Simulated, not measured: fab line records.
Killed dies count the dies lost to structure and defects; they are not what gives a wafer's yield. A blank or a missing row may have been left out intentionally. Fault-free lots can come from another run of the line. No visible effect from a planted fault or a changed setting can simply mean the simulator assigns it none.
Matching of chambers | flow n5Finfet | N5_BEOL_M5_DEP_56 on pecvd-04 has 3 sister chambers
The step deposits SiCN from 3MS/NH3, target thk 8 nm, time 14 s. 16 wafers are shown with their chamber, then 8 later ones without.

WAFERS, EACH WITH ITS CHAMBER
wafer  | chamber | throttleValvePct (%) | rfFwdPowerW (W) | chamberPressureTorr (Torr)
L654.2 | 0       | 9.1                  | 199.1           | 3.001
L654.3 | 2       | 8.3                  | 199.0           | 3.003
L654.6 | 2       | 8.1                  | 199.6           | 3.002
L660.1 | 1       | 9.1                  | 200.5           | 2.997
L660.3 | 2       | 8.0                  | 198.0           | 3.014
L660.4 | 0       | 9.2                  | 200.0           | 3.010
L661.1 | 1       | 9.0                  | 200.9           | 3.005
L661.3 | 0       | 9.3                  | 200.1           | 3.000
L661.5 | 2       | 8.3                  | 198.1           | 2.997
L663.1 | 0       | 9.2                  | 200.5           | 3.008
L663.5 | 1       | 9.0                  | 200.3           | 3.000
L663.6 | 0       | 9.0                  | 201.0           | 3.001
L664.3 | 1       | 8.9                  | 200.8           | 2.992
L664.4 | 2       | 8.3                  | 198.8           | 2.999
L664.5 | 1       | 8.9                  | 199.9           | 2.998
L666.1 | 0       | 9.0                  | 199.4           | 3.003

SIGNATURES, as means of the wafers listed above
reading             | chamber 0 | chamber 1 | chamber 2 | scatter within a chamber
throttleValvePct    | 9.133     | 8.980     | 8.200     | 0.118
rfFwdPowerW         | 200.017   | 200.480   | 198.700   | 0.61
chamberPressureTorr | 3.00383   | 2.99840   | 3.00300   | 0.00519
Rule: for each reading, subtract the chamber's mean from the wafer's reading, divide by that reading's scatter and square the result; add these up over the readings and take the root, which gives the wafer's distance from the chamber. The wafer belongs to the nearest chamber; if the next one is less than 2 further off, it can't be placed. The scatter is the square root of a quotient: the sum, over the shown wafers, of each reading's squared deviation from its chamber's mean, divided by wafers minus chambers.

WAFERS WHOSE CHAMBER IS MISSING
wafer  | throttleValvePct (%) | rfFwdPowerW (W) | chamberPressureTorr (Torr)
L666.2 | 8.8                  | 200.5           | 3.000
L666.5 | 8.4                  | 199.4           | 2.998
L667.3 | 8.8                  | 200.6           | 3.002
L667.4 | 8.8                  | 201.1           | 3.000
L667.6 | 8.3                  | 198.1           | 2.998
L677.1 | 8.3                  | 197.4           | 2.999
L677.2 | 8.8                  | 200.8           | 2.995
L677.6 | 8.5                  | 197.9           | 3.010

WHICH CHAMBER EACH WENT THROUGH
wafer  | from the rows above     | in truth
L666.2 | can't be placed: 1 or 0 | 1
L666.5 | 2                       | 2
L667.3 | can't be placed: 1 or 0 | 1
L667.4 | can't be placed: 1 or 0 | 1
L667.6 | 2                       | 2
L677.1 | 2                       | 2
L677.2 | can't be placed: 1 or 0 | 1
L677.6 | 2                       | 2
Correct placement for 4 of the 8. Unplaceable from these rows: 4, with the true chamber sitting among the candidates in 4. Placed wrongly: 0.
